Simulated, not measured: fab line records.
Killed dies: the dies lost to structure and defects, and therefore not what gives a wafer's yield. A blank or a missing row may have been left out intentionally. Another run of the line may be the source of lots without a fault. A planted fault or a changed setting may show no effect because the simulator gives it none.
Chamber matching + flow n5-finfet + rie-diel-01 running N5_BEOL_M6_ETCH_61: 4 sister chambers
The step etches SiARC in CF4, target depth 45.5 nm, time 75.8 s. 18 wafers are shown with their chamber, then 9 later ones without.

WAFERS PAIRED WITH THEIR CHAMBERS
| wafer  | chamber | drypump-motor-current-A (A) | showerhead-plenum-p-Torr (Torr) | oes-product-au (a.u.) |
|--------|---------|-----------------------------|---------------------------------|-----------------------|
| L075.1 | 3       | 6.3                         | 2.10                            | 0.75                  |
| L075.4 | 2       | 5.3                         | 2.27                            | 0.76                  |
| L075.5 | 2       | 5.4                         | 2.27                            | 0.76                  |
| L079.4 | 3       | 6.3                         | 2.10                            | 0.73                  |
| L079.5 | 2       | 5.3                         | 2.27                            | 0.75                  |
| L079.6 | 3       | 6.3                         | 2.10                            | 0.73                  |
| L083.1 | 3       | 6.3                         | 2.09                            | 0.72                  |
| L083.4 | 3       | 6.3                         | 2.09                            | 0.72                  |
| L083.6 | 1       | 5.1                         | 2.26                            | 0.71                  |
| L082.1 | 1       | 5.1                         | 2.26                            | 0.72                  |
| L082.5 | 1       | 5.1                         | 2.26                            | 0.72                  |
| L082.6 | 0       | 5.7                         | 2.15                            | 0.66                  |
| L086.1 | 3       | 6.3                         | 2.09                            | 0.72                  |
| L086.4 | 1       | 5.1                         | 2.26                            | 0.71                  |
| L086.5 | 2       | 5.3                         | 2.26                            | 0.74                  |
| L090.1 | 1       | 5.1                         | 2.26                            | 0.70                  |
| L090.5 | 1       | 5.1                         | 2.26                            | 0.71                  |
| L090.6 | 2       | 5.3                         | 2.26                            | 0.72                  |

SIGNATURES (averages over the wafers above)
| reading                  | chamber 0 | chamber 1 | chamber 2 | chamber 3 | scatter within a chamber |
|--------------------------|-----------|-----------|-----------|-----------|--------------------------|
| drypump-motor-current-A  | 5.700     | 5.100     | 5.320     | 6.300     | 0.0239                   |
| showerhead-plenum-p-Torr | 2.1500    | 2.2600    | 2.2660    | 2.0950    | 0.00439                  |
| oes-product-au           | 0.6600    | 0.7117    | 0.7460    | 0.7283    | 0.0122                   |
Rule: for a wafer and a chamber, the distance is found by dividing, reading by reading, the gap between the wafer's reading and the chamber's mean by the reading's scatter, squaring, summing and taking the root. If the next closest chamber is less than 2 further off than the closest, the wafer can't be placed; otherwise it belongs to the closest. The scatter: take each reading less its chamber's mean, square it, sum over the shown wafers, divide by the number of wafers less the number of chambers, and take the root.

WAFERS WHOSE CHAMBER IS MISSING
| wafer  | drypump-motor-current-A (A) | showerhead-plenum-p-Torr (Torr) | oes-product-au (a.u.) |
|--------|-----------------------------|---------------------------------|-----------------------|
| L092.2 | 6.3                         | 2.09                            | 0.69                  |
| L092.4 | 5.3                         | 2.26                            | 0.71                  |
| L092.5 | 5.1                         | 2.26                            | 0.69                  |
| L094.2 | 5.1                         | 2.25                            | 0.70                  |
| L094.4 | 5.3                         | 2.26                            | 0.70                  |
| L094.5 | 5.8                         | 2.14                            | 0.65                  |
| L097.1 | 6.3                         | 2.08                            | 0.68                  |
| L097.2 | 5.7                         | 2.14                            | 0.64                  |
| L097.5 | 5.1                         | 2.25                            | 0.70                  |

EACH ONE'S CHAMBER
| wafer  | from the rows above | in truth |
|--------|---------------------|----------|
| L092.2 | 3                   | 3        |
| L092.4 | 2                   | 2        |
| L092.5 | 1                   | 1        |
| L094.2 | 1                   | 1        |
| L094.4 | 2                   | 2        |
| L094.5 | 0                   | 0        |
| L097.1 | 3                   | 3        |
| L097.2 | 0                   | 0        |
| L097.5 | 1                   | 1        |
Correct placement for 9 of the 9. Left unplaced by these rows: 0. Placed wrongly: 0.
